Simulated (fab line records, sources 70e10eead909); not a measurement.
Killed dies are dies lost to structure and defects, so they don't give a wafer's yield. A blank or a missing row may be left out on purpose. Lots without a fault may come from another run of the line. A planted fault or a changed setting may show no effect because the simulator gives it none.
Chamber matching | flow nand_harc | NHARC_P_M0_CMP_23 on cmp-04: 4 sister chambers
The step polishes, t overpolish 20 s, target thk 117.54 nm. 4 wafers are shown with their chamber, then 11 later ones without.

WAFERS WITH THEIR CHAMBER
wafer  | chamber | motor_current_A (A)
L087.6 | 0       | 13.5
L086.3 | 1       | 10.8
L086.5 | 3       | 13.5
L091.1 | 2       | 10.6

WAFERS WITHOUT THEIR CHAMBER
wafer  | motor_current_A (A)
L091.4 | 13.6
L091.5 | 11.5
L094.2 | 11.2
L094.3 | 10.2
L094.5 | 12.9
L096.2 | 11.8
L096.3 | 12.7
L096.5 | 13.6
L096.1 | 10.6
L096.4 | 14.4
L096.6 | 11.1

WHICH CHAMBER EACH WENT THROUGH
wafer  | from the rows above               | in truth
L091.4 | can't be placed: 0 or 3           | 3
L091.5 | can't be placed: 1 or 2           | 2
L094.2 | can't be placed: 1 or 2           | 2
L094.3 | can't be placed: 2 or 1           | 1
L094.5 | can't be placed: 0 or 3           | 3
L096.2 | can't be placed: 1 or 2 or 0 or 3 | 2
L096.3 | can't be placed: 0 or 3 or 1      | 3
L096.5 | can't be placed: 0 or 3           | 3
L096.1 | can't be placed: 2 or 1           | 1
L096.4 | can't be placed: 0 or 3           | 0
L096.6 | can't be placed: 1 or 2           | 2
Placed correctly: 0 of 11. Can't be placed from these rows: 11 (the true chamber is among the candidates in 11). Placed wrongly: 0.
How it was worked out, from the rows above alone: a wafer's distance from a chamber is the root of the sum, over the readings, of the square of ((its reading less the chamber's mean) divided by the reading's scatter). The wafer belongs to the nearest chamber; if the next one is less than 2 further off, it can't be placed. A chamber's mean is the mean of its shown wafers. The scatter: with one shown wafer a chamber, the root of the mean of the squares of how far each hidden wafer lies from its nearest shown one.
